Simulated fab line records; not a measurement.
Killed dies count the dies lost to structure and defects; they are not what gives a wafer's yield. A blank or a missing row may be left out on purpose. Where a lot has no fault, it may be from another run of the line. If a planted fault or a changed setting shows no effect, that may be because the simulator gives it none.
Chamber matching -- flow n5-finfet -- rie-diel-05 running N5_BEOL_M5_ETCH_68: 4 sister chambers
The step etches SOC in N2/H2, target depth 80 nm, overetch 16 nm, time 120 s. 4 wafers are shown with their chamber, then 9 later ones without.

== WAFERS PAIRED WITH THEIR CHAMBERS ==
wafer,chamber,showerhead-plenum-p-Torr (Torr)
L083.5,3,2.63
L086.1,0,2.43
L086.3,1,2.59
L086.6,2,2.45

== WAFERS MISSING THEIR CHAMBER ==
wafer,showerhead-plenum-p-Torr (Torr)
L088.1,2.44
L088.4,2.62
L088.5,2.62
L095.2,2.44
L095.5,2.43
L095.6,2.58
L097.2,2.62
L097.3,2.58
L097.6,2.42

== THE CHAMBER EACH PASSED THROUGH ==
wafer,from the rows above,in truth
L088.1,can't be placed: 0 or 2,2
L088.4,3,3
L088.5,3,3
L095.2,can't be placed: 0 or 2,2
L095.5,0,0
L095.6,1,1
L097.2,3,3
L097.3,1,1
L097.6,0,0
Placed correctly: 7 of 9. Cannot be placed on the basis of these rows: 2; the candidates contain the true chamber in 2. 0 placed wrongly.
How it was worked out, from the rows above alone: a wafer's distance from a chamber is the root of the sum, over the readings, of the square of ((its reading less the chamber's mean) divided by the reading's scatter). The wafer belongs to the nearest chamber; if the next one is less than 2 further off, it can't be placed. For every chamber, the mean is computed from those of its wafers that are shown. The scatter: root of mean squared gap, hidden wafer to nearest shown wafer, with one shown wafer a chamber.
